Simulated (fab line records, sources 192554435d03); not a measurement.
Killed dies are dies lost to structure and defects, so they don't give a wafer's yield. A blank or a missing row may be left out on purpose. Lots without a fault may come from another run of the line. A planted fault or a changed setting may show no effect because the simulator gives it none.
Chamber matching | flow n5_finfet | N5_BEOL_M11_DESCUM_16 on rie_diel-04: 4 sister chambers
The step chemistry O2, time 7.9 s. 24 wafers are shown with their chamber, then 12 later ones without.

WAFERS WITH THEIR CHAMBER
wafer  | chamber | drypump_motor_current_A (A) | throttle_valve_pct (%) | oes_product_au (a.u.)
L075.2 | 0       | 6.1                         | 20.04                  | 0.84
L075.3 | 1       | 6.3                         | 20.35                  | 0.73
L075.5 | 3       | 5.3                         | 20.78                  | 0.73
L077.1 | 3       | 5.3                         | 20.78                  | 0.73
L077.2 | 0       | 6.1                         | 20.06                  | 0.84
L077.5 | 2       | 6.4                         | 20.29                  | 0.98
L078.1 | 0       | 6.1                         | 20.07                  | 0.82
L078.4 | 1       | 6.3                         | 20.36                  | 0.73
L078.6 | 2       | 6.4                         | 20.30                  | 0.98
L081.2 | 2       | 6.4                         | 20.31                  | 0.97
L081.5 | 1       | 6.3                         | 20.37                  | 0.73
L081.6 | 2       | 6.4                         | 20.31                  | 0.96
L079.2 | 0       | 6.1                         | 20.05                  | 0.82
L079.3 | 1       | 6.4                         | 20.38                  | 0.72
L079.4 | 3       | 5.3                         | 20.80                  | 0.71
L086.3 | 1       | 6.3                         | 20.38                  | 0.72
L086.4 | 3       | 5.3                         | 20.80                  | 0.71
L086.5 | 0       | 6.1                         | 20.07                  | 0.81
L090.2 | 2       | 6.4                         | 20.32                  | 0.93
L090.4 | 1       | 6.3                         | 20.40                  | 0.71
L090.6 | 2       | 6.4                         | 20.31                  | 0.93
L087.1 | 3       | 5.3                         | 20.79                  | 0.71
L087.4 | 1       | 6.4                         | 20.38                  | 0.71
L087.5 | 3       | 5.3                         | 20.79                  | 0.71

SIGNATURES (means of the wafers above)
reading                 | chamber 0 | chamber 1 | chamber 2 | chamber 3 | scatter within a chamber
drypump_motor_current_A | 6.100     | 6.329     | 6.400     | 5.300     | 0.0267
throttle_valve_pct      | 20.0580   | 20.3743   | 20.3067   | 20.7900   | 0.0126
oes_product_au          | 0.8260    | 0.7214    | 0.9583    | 0.7167    | 0.0149
Rule: a wafer's distance from a chamber is the root of the sum, over the readings, of the square of ((its reading less the chamber's mean) divided by the reading's scatter). The wafer belongs to the nearest chamber; if the next one is less than 2 further off, it can't be placed. The scatter: the root of (the sum of the squares of (reading less its chamber's mean) over the shown wafers, divided by (wafers less chambers)).

WAFERS WITHOUT THEIR CHAMBER
wafer  | drypump_motor_current_A (A) | throttle_valve_pct (%) | oes_product_au (a.u.)
L088.1 | 6.4                         | 20.34                  | 0.92
L088.3 | 5.3                         | 20.80                  | 0.70
L088.6 | 5.4                         | 20.80                  | 0.72
L091.1 | 5.3                         | 20.82                  | 0.71
L091.5 | 5.3                         | 20.81                  | 0.70
L091.6 | 6.1                         | 20.10                  | 0.80
L093.2 | 6.4                         | 20.35                  | 0.91
L093.4 | 6.1                         | 20.07                  | 0.81
L093.5 | 5.3                         | 20.80                  | 0.71
L095.1 | 6.3                         | 20.42                  | 0.70
L095.4 | 6.5                         | 20.35                  | 0.90
L095.5 | 6.4                         | 20.36                  | 0.90

WHICH CHAMBER EACH WENT THROUGH
wafer  | from the rows above | in truth
L088.1 | 2                   | 2
L088.3 | 3                   | 3
L088.6 | 3                   | 3
L091.1 | 3                   | 3
L091.5 | 3                   | 3
L091.6 | 0                   | 0
L093.2 | 2                   | 2
L093.4 | 0                   | 0
L093.5 | 3                   | 3
L095.1 | 1                   | 1
L095.4 | 2                   | 2
L095.5 | 2                   | 2
Placed correctly: 12 of 12. Can't be placed from these rows: 0. Placed wrongly: 0.
